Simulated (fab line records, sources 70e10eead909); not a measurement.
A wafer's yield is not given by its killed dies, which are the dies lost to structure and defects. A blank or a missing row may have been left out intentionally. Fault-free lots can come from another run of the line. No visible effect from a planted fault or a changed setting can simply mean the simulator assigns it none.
fab line records	flow nandHarc	part 1 of 2: steps 1 to 26 of 37
[record] lots = 5	wafers = 15	lastDay = 33
route steps=1302 shown P_GATE@185 P_CONTACT@217
lots with no fault: from the same line, run without faults
startH: hours from the record's opening day to when the first of the lot's shown wafers began	waitH: hours elapsed since this lot's preceding step	" same as the row above	L1.1+2: a row that stands for several wafers	- value missing, or start not given	* or withheld: withheld	< > ~ a bound
route shown NAME@n: names a module that has steps shown in the file, with the first one's number in the route	usual: the fault-free wafers' mean and standard deviation	same: alike in all rows	chamber/n: place in a boat	sites: readings site by site	_std_site: the values' standard deviation	_edge_site: mean of outer sites minus mean of inner sites	radiusMm: how far each site lies from the wafer's centre	mask NAME#n: copy n	behind: the last tool/chamber to shape the wafer	hold: the reason the lot was held/the length of the hold in hours/how it ended	device: which transistor (n, p or np) failed to switch	end of line: the same wafers' tests at the end of the route	a step given without rows: its recipe and nothing more	killed: at the first sort, the dies lost to defects and structure; wafer yield is something else	map: a wafer's dies, x killed, . not, _ none there
set.NAME: the setting the step ran with; set.NAME@STEP: the setting that earlier step ran with	model.NAME: the simulator's own value behind a step, which no gauge read
certain route steps with their lots: each step a table, each wafer a row
services: when a tool's chamber went out of use (startH, in hours from the record's first day, below 0 if earlier), for how many hours, and the reason
[[steps]]
[step NHARC_P_GATE_CD_MEAS_59]
[recipe] targetCdNm = 720	landingEnergyEv = 500
[usual] cdNm = 719.6/2.5
[same] landingEnergyEv = 500
lot.wafer	tool	chamber	startH	waitH	cdNm
L074.1	cdSem-02	0	116.46	-	717.0
L074.2	"	0	"	"	717.5
L074.6	"	0	"	"	715.0
L085.1	cdSem-02	0	222.70	-	720.5
L085.3	"	0	"	"	716.8
L085.4	"	0	"	"	724.5
L092.1	cdSem-03	0	290.95	-	723.5
L092.3	"	0	"	"	719.9
L092.4	"	0	"	"	721.6
L093.3	cdSem-01	0	303.53	-	720.5
L093.4	"	0	"	"	721.6
L093.6	"	0	"	"	722.9
L096.1	cdSem-01	0	327.22	-	723.2
L096.3	"	0	"	"	721.0
L096.5	"	0	"	"	721.6
[step NHARC_P_GATE_HARDBAKE_60]
[recipe] tempC = 125	timeS = 80
[usual] resistLineTempC = 22.99/0.09
[same] timeS = 80
lot.wafer	tool	chamber	startH	waitH	resistLineTempC
L074.1	lithoTrack-05	0	116.54	-	23.21
L074.2	"	0	"	"	23.03
L074.6	"	0	"	"	23.02
L085.1	lithoTrack-02	0	222.78	-	23.17
L085.3	"	0	"	"	22.93
L085.4	"	0	"	"	22.85
L092.1	lithoTrack-03	0	291.03	-	23.00
L092.3	"	0	"	"	22.93
L092.4	"	0	"	"	22.87
L093.3	lithoTrack-02	0	303.61	-	23.05
L093.4	"	0	"	"	23.09
L093.6	"	0	"	"	23.01
L096.1	lithoTrack-02	0	327.30	-	22.89
L096.3	"	0	"	"	22.98
L096.5	"	0	"	"	22.94
[step NHARC_P_GATE_DESCUM_61]
[recipe] timeS = 3	o2FlowSccm = 200	arFlowSccm = 0	biasPowerW = 0	chemistry = O2
[usual] drypumpMotorCurrentA = 6.0/0.46	oesProductAu = 0.999/0.012	rfVppV = 57.7/0.89	showerheadPlenumPTorr = 1.90/0.081	throttleValvePct = 11.310/0.0087
[same] timeS = 3
lot.wafer	tool	chamber	startH	waitH	drypumpMotorCurrentA	oesProductAu	rfHoursCounterH	rfVppV	showerheadPlenumPTorr	throttleValvePct
L074.2	rieDiel-06	2	116.62	-	6.7	0.989	9	56.5	1.86	11.289
L074.1	"	0	"	"	6.4	0.993	8	58.3	1.81	11.306
L074.6	"	3	"	"	6.6	0.989	-	58.0	1.93	11.304
L085.4	rieDiel-08	2	222.87	-	5.2	1.003	1	57.4	1.93	11.300
L085.3	"	3	"	"	5.6	1.002	1	57.2	1.81	11.310
L085.1	"	0	"	"	6.1	1.012	1	58.4	2.02	11.310
L092.1	rieDiel-13	3	291.11	-	5.7	0.995	5	58.2	1.90	11.309
L092.3	"	1	"	"	5.9	1.010	7	58.0	2.04	11.326
L092.4	"	2	"	"	5.9	1.005	7	57.7	1.86	11.314
L093.3	rieDiel-06	0	303.71	-	6.4	0.977	11	57.2	1.80	11.323
L093.4	"	1	"	"	5.5	0.988	-	56.3	1.80	11.313
L093.6	"	0	"	"	6.4	0.969	-	57.1	1.80	11.309
L096.1	rieDiel-06	3	327.38	-	6.7	1.007	0	57.6	1.92	11.318
L096.3	"	2	"	"	6.7	1.004	0	58.1	1.85	11.325
L096.5	"	3	"	"	6.6	0.995	-	57.1	1.92	11.306
[step NHARC_P_GATE_IMPLANT_62]
[recipe] energyKev = 20	doseCm2 = 3e+15	tiltDeg = 7
lot.wafer	tool	chamber	startH	waitH
L074.1+2+6	implanter-02	0	116.77	0.1
L085.1+3+4	implanter-01	0	223.01	0.1
L092.1+3+4	implanter-02	0	291.26	0.1
L093.3+4+6	implanter-01	0	303.91	0.2
L096.1+3+5	implanter-02	0	327.52	0.1
[step NHARC_P_GATE_STRIP_112]
[recipe] powerW = 1500	tempC = 110	timeS = 200	chemistry = N2/H2
[usual] drypumpMotorCurrentA = 5.7/0.67	heaterPowerW = 81/6.3
[same] timeS = 200
lot.wafer	tool	chamber	startH	waitH	drypumpMotorCurrentA	heaterPowerW	rfHoursCounterH
L074.2	plasmaAsher-02	1	116.99	0.2	6.4	75	7
L074.1	"	0	"	"	6.2	81	7
L074.6	"	0	"	"	6.2	81	-
L085.1	plasmaAsher-02	1	223.27	0.2	6.4	77	31
L085.3	"	0	"	"	6.2	80	-
L085.4	"	1	"	"	6.4	77	-
L092.1	plasmaAsher-02	1	291.52	0.2	6.4	78	9
L092.4	"	0	"	"	6.2	85	-
L092.3	"	1	"	"	6.4	76	-
L093.4	plasmaAsher-01	0	304.16	0.2	5.3	76	-
L093.3	"	1	"	"	4.7	91	-
L093.6	"	1	"	"	4.7	91	-
L096.1	plasmaAsher-01	1	327.75	0.2	4.7	88	29
L096.3	"	0	"	"	5.3	74	-
L096.5	"	0	"	"	5.3	74	-
[step NHARC_P_GATE_STRIP_76]
[recipe] powerW = 1500	tempC = 250	chemistry = O2
[usual] drypumpMotorCurrentA = 5.7/0.67	heaterPowerW = 303/23
lot.wafer	tool	chamber	startH	waitH	drypumpMotorCurrentA	heaterPowerW	rfHoursCounterH
L074.2	plasmaAsher-02	1	117.25	0.2	6.3	272	8
L074.1	"	0	"	"	6.2	306	8
L074.6	"	0	"	"	6.2	306	-
L085.1	plasmaAsher-02	1	223.50	0.2	6.3	284	31
L085.3	"	0	"	"	6.3	310	-
L085.4	"	1	"	"	6.3	276	-
L092.1	plasmaAsher-02	1	291.75	0.2	6.3	291	9
L092.4	"	0	"	"	6.3	319	-
L092.3	"	1	"	"	6.3	296	-
L093.4	plasmaAsher-01	0	304.36	0.2	5.3	281	-
L093.3	"	1	"	"	4.7	334	-
L093.6	"	1	"	"	4.7	336	-
L096.1	plasmaAsher-01	1	328.01	0.2	4.7	331	29
L096.3	"	0	"	"	5.3	282	-
L096.5	"	0	"	"	5.3	278	-
[step NHARC_P_GATE_STRIP_63]
[recipe] timeS = 900	tempC = 130	chemistry = SPM
[same] timeS = 900
lot.wafer	tool	chamber	startH	waitH
L074.1+6+2	wetBench-06	6,0,3	117.40	0.1
L085.3+4+1	wetBench-05	0,2,3	223.64	0.1
L092.3+4+1	wetBench-05	2,3,4	291.90	0.1
L093.4+3+6	wetBench-05	1,3,4	304.48	0.1
L096.3+5+1	wetBench-04	2,3,4	328.18	0.1
[step NHARC_P_GATE_DEHYDRATE_83]
[recipe] tempC = 150	timeS = 120
[usual] resistLineTempC = 23.00/0.1
[same] timeS = 120
lot.wafer	tool	chamber	startH	waitH	resistLineTempC
L074.1	lithoTrack-02	0	117.75	-	22.95
L074.2	"	0	"	"	22.93
L074.6	"	0	"	"	22.95
L085.1	lithoTrack-05	0	223.98	-	22.90
L085.3	"	0	"	"	23.07
L085.4	"	0	"	"	22.94
L092.1	lithoTrack-02	0	292.23	-	23.02
L092.3	"	0	"	"	23.23
L092.4	"	0	"	"	23.14
L093.3	lithoTrack-03	0	304.83	-	23.06
L093.4	"	0	"	"	23.04
L093.6	"	0	"	"	22.80
L096.1	lithoTrack-02	0	328.51	-	22.87
L096.3	"	0	"	"	23.07
L096.5	"	0	"	"	22.94
[step NHARC_P_GATE_HMDS_84]
[recipe] timeS = 30
[usual] resistLineTempC = 22.98/0.11
[same] timeS = 30
lot.wafer	tool	chamber	startH	waitH	resistLineTempC
L074.1	lithoTrack-02	0	-	-	23.09
L074.2	"	0	"	"	22.96
L074.6	"	0	"	"	22.96
L085.1	lithoTrack-05	0	-	-	22.89
L085.3	"	0	"	"	23.02
L085.4	"	0	"	"	22.98
L092.1	lithoTrack-02	0	-	-	22.80
L092.3	"	0	"	"	23.10
L092.4	"	0	"	"	23.06
L093.3	lithoTrack-03	0	-	-	23.15
L093.4	"	0	"	"	22.99
L093.6	"	0	"	"	22.95
L096.1	lithoTrack-02	0	-	-	22.91
L096.3	"	0	"	"	22.84
L096.5	"	0	"	"	22.88
[step NHARC_P_GATE_COAT_85]
[recipe] spinRpm = 3000
[usual] resistLineTempC = 23.00/0.11
lot.wafer	tool	chamber	startH	waitH	resistLineTempC
L074.1	lithoTrack-02	0	-	-	22.86
L074.2	"	0	"	"	23.03
L074.6	"	0	"	"	22.87
L085.1	lithoTrack-05	0	-	-	22.96
L085.3	"	0	"	"	22.88
L085.4	"	0	"	"	23.01
L092.1	lithoTrack-02	0	-	-	22.96
L092.3	"	0	"	"	23.18
L092.4	"	0	"	"	23.03
L093.3	lithoTrack-03	0	-	-	22.94
L093.4	"	0	"	"	23.09
L093.6	"	0	"	"	23.03
L096.1	lithoTrack-02	0	-	-	23.03
L096.3	"	0	"	"	23.00
L096.5	"	0	"	"	23.07
[step NHARC_P_GATE_SOFTBAKE_86]
[recipe] tempC = 122	timeS = 95
[usual] resistLineTempC = 22.98/0.098
[same] timeS = 95
lot.wafer	tool	chamber	startH	waitH	resistLineTempC
L074.1	lithoTrack-02	0	-	-	22.91
L074.2	"	0	"	"	22.96
L074.6	"	0	"	"	22.89
L085.1	lithoTrack-05	0	-	-	23.06
L085.3	"	0	"	"	22.97
L085.4	"	0	"	"	23.09
L092.1	lithoTrack-02	0	-	-	22.96
L092.3	"	0	"	"	23.02
L092.4	"	0	"	"	23.03
L093.3	lithoTrack-03	0	-	-	22.80
L093.4	"	0	"	"	22.75
L093.6	"	0	"	"	22.88
L096.1	lithoTrack-02	0	-	-	22.98
L096.3	"	0	"	"	23.06
L096.5	"	0	"	"	22.93
[step NHARC_P_GATE_EBR_87]
[usual] resistLineTempC = 22.99/0.096
lot.wafer	tool	chamber	startH	waitH	resistLineTempC
L074.1	lithoTrack-02	0	-	-	22.91
L074.2	"	0	"	"	22.92
L074.6	"	0	"	"	22.92
L085.1	lithoTrack-05	0	-	-	23.13
L085.3	"	0	"	"	23.02
L085.4	"	0	"	"	23.20
L092.1	lithoTrack-02	0	-	-	23.10
L092.3	"	0	"	"	22.98
L092.4	"	0	"	"	22.99
L093.3	lithoTrack-03	0	-	-	22.99
L093.4	"	0	"	"	22.88
L093.6	"	0	"	"	23.01
L096.1	lithoTrack-02	0	-	-	22.80
L096.3	"	0	"	"	23.02
L096.5	"	0	"	"	22.94
[step NHARC_P_GATE_EXPOSE_88]
[recipe] na = 0.6	targetCdNm = 2000	doseMj = 11.87	maskId = P_HVN
lot.wafer	tool	chamber	startH	waitH	mask
L074.1+2+6	krfScanner-02	0	118.01	-	P_HVN#0
L085.1+3+4	krfScanner-02	0	224.13	-	P_HVN#0
L092.1+3+4	krfScanner-01	0	292.38	-	P_HVN#0
L093.3+4+6	krfScanner-01	0	304.98	-	P_HVN#0
L096.1+3+5	krfScanner-02	0	328.78	-	P_HVN#0
[step NHARC_P_GATE_PEB_89]
[recipe] pebTempC = 118	pebTimeS = 85
[usual] resistLineTempC = 22.98/0.12
lot.wafer	tool	chamber	startH	waitH	resistLineTempC
L074.1	lithoTrack-02	0	118.08	0.1	22.99
L074.2	"	0	"	"	22.99
L074.6	"	0	"	"	23.07
L085.1	lithoTrack-02	0	224.19	0.1	22.91
L085.3	"	0	"	"	23.04
L085.4	"	0	"	"	23.01
L092.1	lithoTrack-05	0	292.44	0.1	23.08
L092.3	"	0	"	"	23.05
L092.4	"	0	"	"	23.10
L093.3	lithoTrack-02	0	305.04	0.1	22.93
L093.4	"	0	"	"	23.07
L093.6	"	0	"	"	22.96
L096.1	lithoTrack-02	0	328.84	0.1	22.94
L096.3	"	0	"	"	23.04
L096.5	"	0	"	"	22.93
[step NHARC_P_GATE_DEVELOP_90]
[recipe] timeS = 70
[usual] resistLineTempC = 23.03/0.11
[same] timeS = 70
lot.wafer	tool	chamber	startH	waitH	resistLineTempC
L074.1	lithoTrack-02	0	-	-	22.95
L074.2	"	0	"	"	22.88
L074.6	"	0	"	"	22.93
L085.1	lithoTrack-02	0	-	-	23.17
L085.3	"	0	"	"	23.16
L085.4	"	0	"	"	23.10
L092.1	lithoTrack-05	0	-	-	23.20
L092.3	"	0	"	"	23.21
L092.4	"	0	"	"	23.14
L093.3	lithoTrack-02	0	-	-	22.92
L093.4	"	0	"	"	22.84
L093.6	"	0	"	"	22.83
L096.1	lithoTrack-02	0	-	-	23.06
L096.3	"	0	"	"	23.05
L096.5	"	0	"	"	23.11
[step NHARC_P_GATE_CD_MEAS_91]
[recipe] targetCdNm = 2000	landingEnergyEv = 500
[usual] cdNm = 1999.3/2.7
[same] landingEnergyEv = 500
lot.wafer	tool	chamber	startH	waitH	cdNm
L074.1	cdSem-03	0	118.17	-	2000.1
L074.2	"	0	"	"	1996.0
L074.6	"	0	"	"	1997.3
L085.1	cdSem-01	0	224.28	-	1997.7
L085.3	"	0	"	"	1996.6
L085.4	"	0	"	"	2003.6
L092.1	cdSem-03	0	292.53	-	2002.5
L092.3	"	0	"	"	1998.8
L092.4	"	0	"	"	2002.8
L093.3	cdSem-03	0	305.13	-	1995.3
L093.4	"	0	"	"	1997.8
L093.6	"	0	"	"	2000.1
L096.1	cdSem-03	0	328.93	-	1993.8
L096.3	"	0	"	"	1993.4
L096.5	"	0	"	"	1994.2
[step NHARC_P_GATE_HARDBAKE_92]
[recipe] tempC = 125	timeS = 80
[usual] resistLineTempC = 23.03/0.1
[same] timeS = 80
lot.wafer	tool	chamber	startH	waitH	resistLineTempC
L074.1	lithoTrack-03	0	118.25	-	23.07
L074.2	"	0	"	"	23.11
L074.6	"	0	"	"	23.11
L085.1	lithoTrack-05	0	224.36	-	23.01
L085.3	"	0	"	"	23.16
L085.4	"	0	"	"	23.02
L092.1	lithoTrack-02	0	292.61	-	23.22
L092.3	"	0	"	"	23.17
L092.4	"	0	"	"	23.12
L093.3	lithoTrack-03	0	305.21	-	22.92
L093.4	"	0	"	"	23.07
L093.6	"	0	"	"	22.97
L096.1	lithoTrack-02	0	329.01	-	23.22
L096.3	"	0	"	"	23.20
L096.5	"	0	"	"	23.07
[step NHARC_P_GATE_DESCUM_93]
[recipe] timeS = 3	o2FlowSccm = 200	arFlowSccm = 0	biasPowerW = 0	chemistry = O2
[usual] drypumpMotorCurrentA = 5.9/0.44	oesProductAu = 0.998/0.011	rfVppV = 57.9/0.86	showerheadPlenumPTorr = 1.90/0.082	throttleValvePct = 11.311/0.009
[same] timeS = 3
lot.wafer	tool	chamber	startH	waitH	drypumpMotorCurrentA	oesProductAu	rfHoursCounterH	rfVppV	showerheadPlenumPTorr	throttleValvePct
L074.2	rieDiel-13	2	118.34	-	5.9	0.999	10	56.4	1.86	11.301
L074.1	"	3	"	"	5.7	0.993	11	56.4	1.91	11.304
L074.6	"	2	"	"	5.9	0.997	-	58.2	1.86	11.312
L085.3	rieDiel-08	1	224.44	-	5.8	1.011	1	57.2	1.85	11.315
L085.4	"	2	"	"	5.2	0.993	1	56.8	1.92	11.304
L085.1	"	0	"	"	6.1	1.017	1	60.9	2.02	11.298
L092.3	rieDiel-08	0	292.70	-	6.1	0.998	5	58.4	2.02	11.322
L092.1	"	1	"	"	5.7	0.999	6	57.4	1.85	11.298
L092.4	"	2	"	"	5.2	0.997	6	56.7	1.92	11.313
L093.4	rieDiel-13	2	305.30	-	5.9	0.999	8	58.1	1.86	11.312
L093.3	"	0	"	"	6.5	1.006	9	57.9	2.00	11.306
L093.6	"	1	"	"	6.0	1.023	-	59.1	2.04	11.310
L096.3	rieDiel-06	0	329.09	-	6.4	0.985	1	58.4	1.80	11.295
L096.1	"	2	"	"	6.7	1.004	0	57.6	1.85	11.305
L096.5	"	1	"	"	5.5	0.976	-	56.3	1.80	11.308
[step NHARC_P_GATE_IMPLANT_94]
[recipe] energyKev = 60	doseCm2 = 2e+15	tiltDeg = 7
lot.wafer	tool	chamber	startH	waitH
L074.1+2+6	implanter-01	0	118.48	0.1
L085.1+3+4	implanter-02	0	224.59	0.1
L092.1+3+4	implanter-02	0	292.84	0.1
L093.3+4+6	implanter-01	0	305.49	0.2
L096.1+3+5	implanter-02	0	329.24	0.1
[step NHARC_P_GATE_STRIP_113]
[recipe] powerW = 1500	tempC = 110	timeS = 740	chemistry = N2/H2
[usual] drypumpMotorCurrentA = 5.6/0.67	heaterPowerW = 81/6.3
[same] timeS = 740
lot.wafer	tool	chamber	startH	waitH	drypumpMotorCurrentA	heaterPowerW	rfHoursCounterH
L074.1	plasmaAsher-02	1	118.96	0.5	6.3	75	8
L074.2	"	0	"	"	6.3	80	8
L074.6	"	0	"	"	6.3	81	-
L085.1	plasmaAsher-02	1	224.93	0.3	6.3	75	31
L085.3	"	0	"	"	6.2	83	-
L085.4	"	1	"	"	6.3	75	-
L092.1	plasmaAsher-01	1	293.18	0.3	4.7	91	23
L092.4	"	0	"	"	5.3	76	-
L092.3	"	1	"	"	4.7	88	-
L093.3	plasmaAsher-02	1	305.89	0.4	6.3	77	-
L093.4	"	0	"	"	6.2	85	-
L093.6	"	1	"	"	6.4	79	-
L096.1	plasmaAsher-02	0	329.70	0.4	6.2	86	17
L096.3	"	1	"	"	6.3	79	-
L096.5	"	1	"	"	6.4	77	-
[step NHARC_P_GATE_STRIP_95]
[recipe] powerW = 1500	tempC = 250	chemistry = O2
[usual] drypumpMotorCurrentA = 5.6/0.67	heaterPowerW = 304/24
lot.wafer	tool	chamber	startH	waitH	drypumpMotorCurrentA	heaterPowerW	rfHoursCounterH
L074.1	plasmaAsher-02	1	119.68	0.6	6.3	280	9
L074.2	"	0	"	"	6.2	298	9
L074.6	"	0	"	"	6.2	305	-
L085.1	plasmaAsher-02	1	225.54	0.5	6.4	281	32
L085.3	"	0	"	"	6.2	296	-
L085.4	"	1	"	"	6.4	275	-
L092.1	plasmaAsher-01	1	293.79	0.5	4.7	332	24
L092.4	"	0	"	"	5.3	283	-
L092.3	"	1	"	"	4.7	334	-
L093.3	plasmaAsher-02	1	306.38	0.4	6.3	291	-
L093.4	"	0	"	"	6.2	315	-
L093.6	"	1	"	"	6.3	292	-
L096.1	plasmaAsher-02	0	330.31	0.5	6.2	312	17
L096.3	"	1	"	"	6.3	291	-
L096.5	"	1	"	"	6.3	284	-
[step NHARC_P_GATE_STRIP_96]
[recipe] timeS = 900	tempC = 130	chemistry = SPM
[same] timeS = 900
lot.wafer	tool	chamber	startH	waitH
L074.1+6+2	wetBench-05	7,2,3	119.89	0.2
L085.1+3+4	wetBench-05	7,0,4	225.74	0.2
L092.3+4+1	wetBench-05	0,2,3	294.00	0.2
L093.4+6+3	wetBench-05	7,1,2	306.57	0.2
L096.1+5+3	wetBench-06	0,2,4	330.51	0.2
[step NHARC_P_GATE_RTA_64]
[recipe] tempC = 1050	timeS = 1
[usual] annealTempCMax = 1058.4/1.7	lampPowerPct = 32.0/1.9	lamp_zone_6_pct = 32.0/1.9	lamp_zone_7_pct = 32.4/1.9	wafer_temp_C_max = 1052.9/0.71
[same] timeS = 1
lot.wafer	tool	chamber	startH	waitH	annealTempCMax	lampPowerPct	lamp_zone_6_pct	lamp_zone_7_pct	wafer_temp_C_max
L074.1	rtpAnneal-02	0	120.24	-	1061.2	30.2	30.1	30.6	1052.6
L074.2	"	0	"	"	1059.6	30.2	30.1	30.5	1054.0
L074.6	"	0	"	"	1059.4	30.2	30.1	30.6	1053.3
L085.1	rtpAnneal-02	0	226.09	-	1059.7	30.1	30.1	30.6	1051.6
L085.3	"	0	"	"	1059.2	30.1	30.1	30.6	1053.0
L085.4	"	0	"	"	1059.9	30.1	30.1	30.6	1051.8
L092.1	rtpAnneal-02	0	294.47	-	1058.6	30.1	30.1	30.5	1052.6
L092.3	"	0	"	"	1061.4	30.2	30.1	30.6	1053.7
L092.4	"	0	"	"	1059.8	30.2	30.1	30.5	1052.7
L093.3	rtpAnneal-01	0	306.98	-	1057.9	33.9	33.9	34.4	1054.5
L093.4	"	0	"	"	1056.0	33.9	33.9	34.3	1052.9
L093.6	"	0	"	"	1057.8	33.9	33.8	34.3	1052.5
L096.1	rtpAnneal-02	0	330.86	-	1060.3	30.2	30.1	30.5	1053.1
L096.3	"	0	"	"	1063.0	30.1	30.1	30.5	1052.6
L096.5	"	0	"	"	1057.6	30.2	30.1	30.5	1053.4
[step NHARC_P_GATE_ETCH_77]
[recipe] targetDepthA = 60	chemistry = dHF	material = SiO2
lot.wafer	tool	chamber	startH	waitH
L074.2+1+6	wetBench-04	3,6,7	120.45	0.2
L085.4+3+1	wetBench-06	1,3,4	226.29	0.1
L092.3+1+4	wetBench-04	5,6,7	294.67	0.1
L093.6+4+3	wetBench-04	7,0,2	307.13	0.0
L096.3+1+5	wetBench-05	1,3,5	331.09	0.1
[step NHARC_P_GATE_DEGAS_109]
[recipe] tempC = 300	timeS = 60
[usual] heaterPowerW = 462/53
[same] timeS = 60
lot.wafer	tool	chamber	startH	waitH	heaterPowerW
L074.2	pvdSputter-01	-	120.55	0.1	488
L074.1	"	-	"	"	370
L074.6	"	-	"	"	472
L085.1	pvdSputter-03	-	226.41	0.1	505
L085.4	"	-	"	"	541
L085.3	"	-	"	"	421
L092.3	pvdSputter-02	-	294.77	0.1	502
L092.1	"	-	"	"	440
L092.4	"	-	"	"	432
L093.4	pvdSputter-01	-	307.22	0.1	441
L093.3	"	-	"	"	366
L093.6	"	-	"	"	411
L096.3	pvdSputter-01	-	331.20	0.1	470
L096.1	"	-	"	"	463
L096.5	"	-	"	"	416
[step NHARC_P_GATE_PRE_CLEAN_110]
[recipe] timeS = 30	biasV = 200	gas = Ar
[same] timeS = 30
lot.wafer	tool	chamber	startH	waitH
L074.2+1+6	pvdSputter-01	-	-	-
L085.4+1+3	pvdSputter-03	-	-	-
L092.3+4+1	pvdSputter-02	-	-	-
L093.4+3+6	pvdSputter-01	-	-	-
L096.3+1+5	pvdSputter-01	-	-	-
